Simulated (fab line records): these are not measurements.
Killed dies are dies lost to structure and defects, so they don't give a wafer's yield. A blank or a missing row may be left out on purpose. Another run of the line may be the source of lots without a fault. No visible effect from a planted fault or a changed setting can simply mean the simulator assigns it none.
What tool caused it? + flow n5 finfet + 23 wafers from 8 lots sampled at 7 of the route's 1938 steps

== WHAT THE GAUGES SHOWED, per wafer ==
N5_BEOL_M10_THK_MEAS_53: measures by xrf. Usual: M10_THK 141 nm, standard deviation 3.8.
| lot  | measured     | on            | M10_THK (nm) | flag |
|------|--------------|---------------|--------------|------|
| L294 | day 12 16:29 | film metro-02 | 146 148      |      |
| L297 | day 13 14:26 | film metro-02 | 136 135 142  |      |
| L301 | day 13 14:42 | film metro-02 | 139 136 143  |      |
| L300 | day 13 18:21 | film metro-02 | 140 144 141  |      |
| L306 | day 14 19:20 | film metro-01 | 135 141 133  |      |
| L307 | day 15 11:52 | film metro-02 | 137 140 136  |      |
| L311 | day 16 17:19 | film metro-01 | 147 139 136  |      |
| L309 | day 16 19:23 | film metro-01 | 148 143 139  |      |

N5_BEOL_M10_INSPECT_58: inspects for defects (darkfield). Usual: raw defect count reads 77 (standard deviation 26).
| lot  | measured     | on                | raw defect count | flag |
|------|--------------|-------------------|------------------|------|
| L294 | day 12 16:39 | defect inspect-01 | 73 83            |      |
| L297 | day 13 14:35 | defect inspect-01 | 73 87 80         |      |
| L301 | day 13 14:52 | defect inspect-01 | 74 90 79         |      |
| L300 | day 13 18:31 | defect inspect-02 | 62 54 61         |      |
| L306 | day 14 19:29 | defect inspect-02 | 84 75 68         |      |
| L307 | day 15 12:02 | defect inspect-01 | 68 63 64         |      |
| L311 | day 16 17:29 | defect inspect-01 | 74 83 103        |      |
| L309 | day 16 19:33 | defect inspect-02 | 49 97 111        |      |

N5_BEOL_M11_CD_MEAS_11: the cd target is 64.1 nm. Usual: cd nm reads 64.0 nm (standard deviation 0.81).
| lot  | measured     | on        | cd nm (nm)     | flag |
|------|--------------|-----------|----------------|------|
| L294 | day 12 18:42 | cd sem-01 | 63.8 63.0      |      |
| L297 | day 13 17:55 | cd sem-01 | 63.7 63.9 64.7 |      |
| L301 | day 13 18:04 | cd sem-01 | 63.9 64.4 63.8 |      |
| L300 | day 13 21:03 | cd sem-01 | 58.8 58.2 57.9 | OFF  |
| L306 | day 14 22:22 | cd sem-01 | 60.4 58.9 59.0 | OFF  |
| L307 | day 15 14:54 | cd sem-03 | 63.7 62.4 63.0 |      |
| L311 | day 16 20:03 | cd sem-03 | 63.9 63.7 63.2 |      |
| L309 | day 16 21:02 | cd sem-01 | 64.9 64.9 63.4 |      |

N5_BEOL_M11_CD_MEAS_18: pitch 140 nm, target cd 70 nm. Usual: cd nm reads 69.7 nm (standard deviation 0.97).
| lot  | measured     | on        | cd nm (nm)     | flag |
|------|--------------|-----------|----------------|------|
| L294 | day 12 19:19 | cd sem-02 | 69.7 68.4      |      |
| L297 | day 13 18:28 | cd sem-01 | 69.3 70.1 71.0 |      |
| L301 | day 13 18:41 | cd sem-03 | 69.8 69.8 70.4 |      |
| L300 | day 13 21:35 | cd sem-03 | 65.4 64.2 64.4 | OFF  |
| L306 | day 14 23:05 | cd sem-01 | 65.4 64.8 63.7 | OFF  |
| L307 | day 15 15:37 | cd sem-01 | 69.1 68.1 68.8 |      |
| L311 | day 16 20:35 | cd sem-01 | 69.4 68.6 68.1 |      |
| L309 | day 16 21:35 | cd sem-03 | 71.0 70.4 69.2 |      |

N5_BEOL_M15_RC_MEAS_101. Usual: COMB_M10 1.4e-11 S/m, standard deviation 3.2e-12; COMB_M11 1.4e-11 S/m, standard deviation 3.1e-12; COMB_M12 6e-12 S/m, standard deviation 1.3e-12; COMB_M13 4.5e-12 S/m, standard deviation 8e-13; COMB_M14 3.3e-12 S/m, standard deviation 7.4e-13; COMB_M15 2.2e-12 S/m, standard deviation 5.7e-13; COMB_M5 3.7e-11 S/m, standard deviation 7.1e-12; COMB_M6 2.6e-11 S/m, standard deviation 5.2e-12; COMB_M7 2.5e-11 S/m, standard deviation 5.2e-12; COMB_M8 2.5e-11 S/m, standard deviation 4.6e-12; COMB_M9 1.5e-11 S/m, standard deviation 3.3e-12; SERP_M10 3.04 ohm/um, standard deviation 0.1; SERP_M10_max_site 3.13 ohm/um, standard deviation 0.1; SERP_M11 3.08 ohm/um, standard deviation 0.1; SERP_M11_max_site 3.18 ohm/um, standard deviation 0.11; SERP_M12 0.631 ohm/um, standard deviation 0.023; SERP_M13 0.308 ohm/um, standard deviation 0.0071; SERP_M14 0.159 ohm/um, standard deviation 0.0065; SERP_M5 39.0 ohm/um, standard deviation 1.9; SERP_M6 13.7 ohm/um, standard deviation 0.66; SERP_M7 14.0 ohm/um, standard deviation 0.7; SERP_M8 13.6 ohm/um, standard deviation 0.65; SERP_M9 3.06 ohm/um, standard deviation 0.11.
| lot  | measured     | on        | COMB_M10 (S/m)          | COMB_M11 (S/m)          | COMB_M12 (S/m)          | COMB_M13 (S/m)          | COMB_M14 (S/m)          | COMB_M15 (S/m)          | COMB_M5 (S/m)           | COMB_M6 (S/m)           | COMB_M7 (S/m)           | COMB_M8 (S/m)           | COMB_M9 (S/m)           | SERP_M10 (ohm/um) | SERP_M10_max_site (ohm/um) | SERP_M11 (ohm/um) | SERP_M11_max_site (ohm/um) | SERP_M12 (ohm/um) | SERP_M13 (ohm/um) | SERP_M14 (ohm/um) | SERP_M5 (ohm/um) | SERP_M6 (ohm/um) | SERP_M7 (ohm/um) | SERP_M8 (ohm/um) | SERP_M9 (ohm/um) | flag |
|------|--------------|-----------|-------------------------|-------------------------|-------------------------|-------------------------|-------------------------|-------------------------|-------------------------|-------------------------|-------------------------|-------------------------|-------------------------|-------------------|----------------------------|-------------------|----------------------------|-------------------|-------------------|-------------------|------------------|------------------|------------------|------------------|------------------|------|
| L294 | day 13 22:11 | prober-01 | 1.3e-11 1.1e-11         | 1.4e-11 1.4e-11         | 3.9e-12 5.4e-12         | 4.4e-12 4.8e-12         | 4.2e-12 2.9e-12         | 2.8e-12 2.4e-12         | 3.1e-11 3.3e-11         | 2e-11 2.9e-11           | 3.7e-11 3.8e-11         | 2.6e-11 1.9e-11         | 1.5e-11 1.4e-11         | 2.92 2.92         | 3.00 2.95                  | 3.10 3.28         | 3.28 3.42                  | 0.650 0.587       | 0.312 0.320       | 0.158 0.157       | 36.1 39.4        | 13.7 14.0        | 14.6 13.2        | 13.6 13.5        | 2.95 3.04        |      |
| L297 | day 15 02:28 | prober-02 | 1.6e-11 1.6e-11 1.8e-11 | 1.2e-11 1.4e-11 1e-11   | 7.2e-12 7.1e-12 5.6e-12 | 2.9e-12 3.9e-12 3e-12   | 3e-12 3e-12 2.7e-12     | 2.2e-12 2.4e-12 2.1e-12 | 3.7e-11 3.9e-11 4.8e-11 | 2.8e-11 3.6e-11 2.5e-11 | 2.9e-11 2.1e-11 2.8e-11 | 2.1e-11 2.5e-11 2.3e-11 | 1.6e-11 1.7e-11 1.3e-11 | 3.13 3.11 3.03    | 3.16 3.14 3.12             | 3.08 2.98 3.08    | 3.13 3.07 3.15             | 0.593 0.639 0.641 | 0.315 0.312 0.314 | 0.152 0.151 0.165 | 40.0 40.0 37.8   | 15.1 14.9 14.0   | 12.9 13.5 13.4   | 14.6 13.6 13.8   | 2.95 3.21 3.19   |      |
| L301 | day 14 19:51 | prober-02 | 8e-12 1.4e-11 9e-12     | 1.4e-11 1e-11 1.4e-11   | 5.4e-12 5.3e-12 5.9e-12 | 5e-12 4.1e-12 4.6e-12   | 2.8e-12 3.6e-12 2.7e-12 | 2.1e-12 1.6e-12 1.3e-12 | 4.7e-11 5.4e-11 4.3e-11 | 2.1e-11 3.2e-11 3.9e-11 | 2.2e-11 2.2e-11 2.1e-11 | 2.5e-11 2.6e-11 2.6e-11 | 1.3e-11 1.1e-11 1.8e-11 | 3.05 3.18 2.94    | 3.13 3.24 3.06             | 3.16 3.09 3.29    | 3.33 3.12 3.35             | 0.666 0.652 0.679 | 0.311 0.312 0.307 | 0.159 0.151 0.159 | 42.5 39.1 44.9   | 13.1 14.0 13.2   | 13.4 16.2 14.7   | 13.1 13.7 12.5   | 2.99 3.07 3.30   |      |
| L300 | day 15 07:27 | prober-02 | 1.2e-11 1.3e-11 1.7e-11 | 1.5e-11 1.6e-11 1.4e-11 | 6.7e-12 6.7e-12 7e-12   | 3.5e-12 3.9e-12 3.1e-12 | 4.1e-12 3.2e-12 3.5e-12 | 1.7e-12 2.4e-12 2.1e-12 | 3.9e-11 2.9e-11 4e-11   | 3e-11 3e-11 2.5e-11     | 2.8e-11 2.6e-11 1.8e-11 | 2.5e-11 2.5e-11 2.1e-11 | 1.3e-11 1.2e-11 1.5e-11 | 3.10 2.99 3.06    | 3.21 3.06 3.13             | 3.42 3.53 3.46    | 3.56 3.58 3.54             | 0.651 0.623 0.630 | 0.303 0.304 0.307 | 0.161 0.161 0.171 | 38.8 36.4 37.4   | 13.2 13.5 14.0   | 14.1 13.9 14.5   | 13.1 13.0 13.7   | 3.00 3.13 3.13   | OFF  |
| L306 | day 16 11:28 | prober-02 | 1e-11 1.3e-11 1.4e-11   | 1.7e-11 1.3e-11 1.2e-11 | 9e-12 4.8e-12 4.8e-12   | 4.3e-12 5e-12 4.5e-12   | 5.1e-12 4.3e-12 3.8e-12 | 1.5e-12 2.1e-12 2e-12   | 3.8e-11 4.1e-11 3.8e-11 | 2.3e-11 3.1e-11 2.4e-11 | 2.7e-11 1.9e-11 2.2e-11 | 2.6e-11 2.3e-11 3.1e-11 | 1.2e-11 1.5e-11 1e-11   | 3.26 3.14 3.37    | 3.34 3.29 3.49             | 3.39 3.44 3.43    | 3.43 3.54 3.51             | 0.607 0.593 0.597 | 0.300 0.310 0.312 | 0.163 0.149 0.166 | 39.5 39.0 41.4   | 14.9 14.4 15.1   | 13.5 14.3 14.8   | 13.9 13.8 13.2   | 3.11 3.15 3.09   | OFF  |
| L307 | day 16 16:46 | prober-02 | 1.9e-11 1.2e-11 1.8e-11 | 1.2e-11 6e-12 8e-12     | 5e-12 7.7e-12 5.3e-12   | 4.8e-12 3.6e-12 3.7e-12 | 3.6e-12 3.7e-12 2.6e-12 | 1.5e-12 1.3e-12 3.3e-12 | 4.9e-11 3.5e-11 3e-11   | 2.2e-11 3e-11 2.8e-11   | 2.9e-11 3e-11 2e-11     | 1.8e-11 2.3e-11 2.8e-11 | 1.8e-11 1.5e-11 8e-12   | 3.07 3.07 3.07    | 3.17 3.10 3.14             | 3.13 3.14 3.11    | 3.16 3.25 3.21             | 0.642 0.612 0.622 | 0.296 0.294 0.327 | 0.148 0.160 0.158 | 41.6 40.9 40.4   | 13.1 14.1 15.1   | 13.3 14.1 14.3   | 13.3 13.2 13.7   | 2.92 3.02 2.97   |      |
| L311 | day 18 00:25 | prober-01 | 1.3e-11 1.9e-11 1.1e-11 | 1.2e-11 1.6e-11 1.1e-11 | 6.4e-12 6e-12 4.9e-12   | 4.9e-12 4.7e-12 4.2e-12 | 3.6e-12 5.1e-12 4.6e-12 | 1.7e-12 2.6e-12 1.4e-12 | 2.4e-11 3.8e-11 3.8e-11 | 2.7e-11 3e-11 2.8e-11   | 2.5e-11 2.6e-11 3.2e-11 | 2.6e-11 2.2e-11 2.4e-11 | 1.5e-11 1.7e-11 1e-11   | 3.08 3.15 3.28    | 3.16 3.25 3.37             | 3.02 3.13 3.09    | 3.17 3.19 3.24             | 0.616 0.646 0.659 | 0.297 0.301 0.308 | 0.158 0.161 0.160 | 39.4 35.0 37.8   | 13.0 12.5 13.3   | 13.8 13.7 14.2   | 14.9 13.5 14.6   | 3.07 3.11 2.99   |      |
| L309 | day 18 00:47 | prober-02 | 1.1e-11 1.1e-11 1.5e-11 | 1.6e-11 2.5e-11 1.6e-11 | 6e-12 5.6e-12 4.2e-12   | 3.9e-12 3.6e-12 5e-12   | 3.2e-12 2.4e-12 2.9e-12 | 1.8e-12 3.4e-12 2.5e-12 | 2.5e-11 3.4e-11 3.9e-11 | 2.6e-11 1.9e-11 3.1e-11 | 3.3e-11 3e-11 2.5e-11   | 2.7e-11 2.5e-11 2.7e-11 | 1.2e-11 1.3e-11 1e-11   | 2.95 3.05 2.97    | 3.05 3.08 3.13             | 3.00 2.90 3.10    | 3.11 3.06 3.25             | 0.616 0.627 0.615 | 0.307 0.293 0.307 | 0.154 0.162 0.164 | 40.5 41.9 38.0   | 14.7 14.1 14.1   | 12.6 13.3 14.7   | 13.2 13.0 14.2   | 3.16 3.12 3.02   |      |

== EACH LOT AND THE TOOL THAT RAN IT (in order: tool; ch and the chambers of the sampled wafers; start) ==
| lot  | N5_BEOL_M10_DEP_56              | N5_BEOL_M11_EXPOSE_08              |
|------|---------------------------------|------------------------------------|
| L294 | pecvd-03 ch 0,1, day 12 16:33   | arfi scanner-02 ch 0, day 12 18:34 |
| L297 | pecvd-03 ch 0,1,2, day 13 14:30 | arfi scanner-01 ch 0, day 13 17:48 |
| L301 | pecvd-03 ch 0,1, day 13 14:46   | arfi scanner-01 ch 0, day 13 17:56 |
| L300 | pecvd-01 ch 0,2, day 13 18:25   | arfi scanner-01 ch 0, day 13 20:56 |
| L306 | pecvd-04 ch 1,2, day 14 19:23   | arfi scanner-01 ch 0, day 14 22:14 |
| L307 | pecvd-04 ch 0,1,2, day 15 11:56 | arfi scanner-02 ch 0, day 15 14:47 |
| L311 | pecvd-04 ch 0,2, day 16 17:23   | arfi scanner-03 ch 0, day 16 19:55 |
| L309 | pecvd-04 ch 0,1,2, day 16 19:27 | arfi scanner-02 ch 0, day 16 20:55 |
- N5_BEOL_M10_DEP_56: deposits SiCN from 3MS/NH3, target thk 15 nm, time 26.5 s.
- N5_BEOL_M11_EXPOSE_08: exposes mask M11.

== AS READ BY THE TOOLS THEMSELVES (means over the sampled wafers that have a number; for cases with no such wafer, the mark the record gives instead) ==
N5_BEOL_M10_DEP_56. Usual: showerhead plenum p Torr 3.657 Torr, standard deviation 0.0088; throttle valve pct 9.4 %, standard deviation 0.61.
| lot  | tool     | showerhead plenum p Torr (Torr) | throttle valve pct (%) | flag |
|------|----------|---------------------------------|------------------------|------|
| L294 | pecvd-03 | 3.652                           | 9.6                    |      |
| L297 | pecvd-03 | 3.661                           | 9.5                    |      |
| L301 | pecvd-03 | 3.645                           | 9.6                    |      |
| L300 | pecvd-01 | 3.657                           | 9.2                    |      |
| L306 | pecvd-04 | 3.651                           | 8.9                    |      |
| L307 | pecvd-04 | 3.655                           | 8.6                    |      |
| L311 | pecvd-04 | 3.667                           | 8.5                    |      |
| L309 | pecvd-04 | 3.658                           | 8.7                    |      |

N5_BEOL_M11_EXPOSE_08. Usual: exposure dose mJ cm2 reads 53.70 (standard deviation 0.059).
| lot  | tool            | exposure dose mJ cm2 | flag |
|------|-----------------|----------------------|------|
| L294 | arfi scanner-02 | 53.70                |      |
| L297 | arfi scanner-01 | 53.75                |      |
| L301 | arfi scanner-01 | 53.74                |      |
| L300 | arfi scanner-01 | 47.53                | OFF  |
| L306 | arfi scanner-01 | 49.86                | OFF  |
| L307 | arfi scanner-02 | 53.67                |      |
| L311 | arfi scanner-03 | 53.75                |      |
| L309 | arfi scanner-02 | 53.66                |      |

== THE ANSWER, worked out from the rows above alone ==
Rule: take the mean of a lot's wafers that have a number; if it is more than 3 standard deviations from the usual mean, the lot is off. Also off: a lot with no number at a reading for which 4 or more lots have one. All remaining lots with rows at the step are treated as sound. First the gauges in route order, then the tools' own readings, where a lot's mean is used as printed above. At the first step where some lot is off, the reading lying furthest off is the one used; lots without a number count as furthest.
Off: L300, L306, at N5_BEOL_M11_CD_MEAS_11 (cd nm).
A tool fits if, at a process step before that reading, it ran every lot that is off, and no sound lot after the first of them. The gauges at N5_BEOL_M11_CD_MEAS_11 aren't tried: what is off there is off at N5_BEOL_M15_RC_MEAS_101 too, on other tools, and a gauge's error can't cause that. One fits: N5_BEOL_M11_EXPOSE_08 on arfi scanner-01. Its last sound lot is L301 (day 13 17:56), its first lot that is off L300 (day 13 20:56): a fault that began between those two fits.
On the lots that are off, the tool's own readings at N5_BEOL_M11_EXPOSE_08 differ by more than 5 times the standard deviation of the sound lots' means, which bears it out; exposure dose mJ cm2 reads 48.70 there versus 53.71 on the sound lots.

== WHAT THE SIMULATOR HAD PUT IN ==
Drift in process parameters on arfi scanner-01 at N5_BEOL_M11_EXPOSE_08, starting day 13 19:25. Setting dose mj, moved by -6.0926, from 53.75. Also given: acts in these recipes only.
Struck lots among those shown: L300, L306. The rule given above showed the same thing.
